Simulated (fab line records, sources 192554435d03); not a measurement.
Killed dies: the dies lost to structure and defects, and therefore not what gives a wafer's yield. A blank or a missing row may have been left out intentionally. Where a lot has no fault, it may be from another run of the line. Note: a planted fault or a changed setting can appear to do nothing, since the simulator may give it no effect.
Split-lot study / flow n5-finfet / route with 1938 steps; 7 lots, 21 wafers read

== ON THE SPLIT ==
At N5_BEOL_M5_ETCH_72 (etches underlayer in N2/H2, target depth 6.5 nm, time 5.2 s), the setting source-w was moved away from the recipe's 840 W on 8 of the 21 wafers read, by -15.8% to +12.9%. For the rest of the wafers, this setting stayed at what the recipe calls for.

The reading comes from the split's own step.

== THE READING ==
rf-vpp-V, in V, at N5_BEOL_M5_ETCH_72 (etches underlayer in N2/H2, target depth 6.5 nm, time 5.2 s). A value of 523.9 V with a standard deviation of 2.3 V is what fault-free wafers of this fab line usually give.

wafer=L077.3; tool, chamber at the split=rie-diel-06, 3; source-w as run, W=920.2; against the recipe=+9.5%; rf-vpp-V, V=511.9; against lot-mates on the recipe=-9.6
wafer=L077.5; tool, chamber at the split=rie-diel-06, 3; source-w as run, W=920.2; against the recipe=+9.5%; rf-vpp-V, V=509.1; against lot-mates on the recipe=-12.4
wafer=L077.6; tool, chamber at the split=rie-diel-06, 0; source-w as run, W=840; against the recipe=recipe; rf-vpp-V, V=521.5; against lot-mates on the recipe=-
wafer=L079.1; tool, chamber at the split=rie-diel-04, 3; source-w as run, W=840; against the recipe=recipe; rf-vpp-V, V=522.9; against lot-mates on the recipe=-
wafer=L079.2; tool, chamber at the split=rie-diel-04, 1; source-w as run, W=707.1; against the recipe=-15.8%; rf-vpp-V, V=552.5; against lot-mates on the recipe=+29.6
wafer=L079.4; tool, chamber at the split=rie-diel-04, 2; source-w as run, W=707.1; against the recipe=-15.8%; rf-vpp-V, V=551.7; against lot-mates on the recipe=+28.8
wafer=L084.2; tool, chamber at the split=rie-diel-04, 2; source-w as run, W=840; against the recipe=recipe; rf-vpp-V, V=520.0; against lot-mates on the recipe=-
wafer=L084.4; tool, chamber at the split=rie-diel-04, 0; source-w as run, W=840; against the recipe=recipe; rf-vpp-V, V=523.9; against lot-mates on the recipe=-
wafer=L084.6; tool, chamber at the split=rie-diel-04, 0; source-w as run, W=840; against the recipe=recipe; rf-vpp-V, V=524.4; against lot-mates on the recipe=-
wafer=L087.1; tool, chamber at the split=rie-diel-03, 0; source-w as run, W=840; against the recipe=recipe; rf-vpp-V, V=522.8; against lot-mates on the recipe=-
wafer=L087.4; tool, chamber at the split=rie-diel-03, 3; source-w as run, W=840; against the recipe=recipe; rf-vpp-V, V=525.3; against lot-mates on the recipe=-
wafer=L087.6; tool, chamber at the split=rie-diel-03, 1; source-w as run, W=840; against the recipe=recipe; rf-vpp-V, V=529.1; against lot-mates on the recipe=-
wafer=L089.1; tool, chamber at the split=rie-diel-03, 0; source-w as run, W=840; against the recipe=recipe; rf-vpp-V, V=523.0; against lot-mates on the recipe=-
wafer=L089.4; tool, chamber at the split=rie-diel-03, 1; source-w as run, W=790.2; against the recipe=-5.9%; rf-vpp-V, V=537.4; against lot-mates on the recipe=+14.4
wafer=L089.5; tool, chamber at the split=rie-diel-03, 2; source-w as run, W=790.2; against the recipe=-5.9%; rf-vpp-V, V=533.5; against lot-mates on the recipe=+10.5
wafer=L091.3; tool, chamber at the split=rie-diel-04, 0; source-w as run, W=948.3; against the recipe=+12.9%; rf-vpp-V, V=502.4; against lot-mates on the recipe=-20.6
wafer=L091.4; tool, chamber at the split=rie-diel-04, 1; source-w as run, W=840; against the recipe=recipe; rf-vpp-V, V=521.5; against lot-mates on the recipe=-
wafer=L091.6; tool, chamber at the split=rie-diel-04, 0; source-w as run, W=840; against the recipe=recipe; rf-vpp-V, V=524.4; against lot-mates on the recipe=-
wafer=L097.2; tool, chamber at the split=rie-diel-06, 3; source-w as run, W=840; against the recipe=recipe; rf-vpp-V, V=526.0; against lot-mates on the recipe=-
wafer=L097.4; tool, chamber at the split=rie-diel-06, 0; source-w as run, W=743.7; against the recipe=-11.5%; rf-vpp-V, V=544.2; against lot-mates on the recipe=+18.2
wafer=L097.6; tool, chamber at the split=rie-diel-06, 3; source-w as run, W=840; against the recipe=recipe; rf-vpp-V, V=525.9; against lot-mates on the recipe=-

FIT RESULTS
A straight line over all 21 wafers: rf-vpp-V changes by -1.7 V for each +1% of source-w; r = -0.98; the points scatter about the line by 2.3 V.
The same after taking each lot's own level away (the mean of its wafers on the recipe; 21 wafers): -1.65 V for each +1%; r = -0.98; scatter 2.4 V.
Per that fit: largest source-w move, reading shift of 26 V.
Measured against the standard deviation above, the lots' own levels, which go from 521.50 to 525.95 V, span 1.9 times it.
So the lot-to-lot level changes the slope little: the two slopes agree.
Check: for one of the wafers moved furthest among these (-15.8%), held out of the fit, the line's prediction against its lot-mates is +26.2 V. Against them it came out at +29.6 V.
Tool readings at the split's step, against how far the setting was moved: rf-vpp-V r = -0.98.

== OTHER SPLITS APPLIED TO THESE WAFERS ==
These wafers also went through other splits before the reading. Each is held against what the fit with the lots' levels taken away leaves over:
other split on the same wafers=N5_BEOL_M0_SAQP_SPACER1_ALD_98 ald-cycles; wafers away from the commonest value=6; r with rf-vpp-V (lot level and that fit taken away)=+0.04
other split on the same wafers=N5_BEOL_M0_SAQP_ETCH_106 target-depth-a; wafers away from the commonest value=5; r with rf-vpp-V (lot level and that fit taken away)=-0.15
other split on the same wafers=N5_BEOL_M2_EXPOSE_08 dose-mj; wafers away from the commonest value=7; r with rf-vpp-V (lot level and that fit taken away)=+0.05
other split on the same wafers=N5_BEOL_M2_ALD_98 ald-cycles; wafers away from the commonest value=4; r with rf-vpp-V (lot level and that fit taken away)=+0.31
other split on the same wafers=N5_BEOL_M2_ETCHBACK_99 time-s; wafers away from the commonest value=5; r with rf-vpp-V (lot level and that fit taken away)=-0.31
other split on the same wafers=N5_BEOL_M3_ETCH_70 bias-w; wafers away from the commonest value=5; r with rf-vpp-V (lot level and that fit taken away)=+0.11

== THE FILE'S OWN FIT ==
rf-vpp-V changes by -1.65 V for each +1% of source-w, r = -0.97.
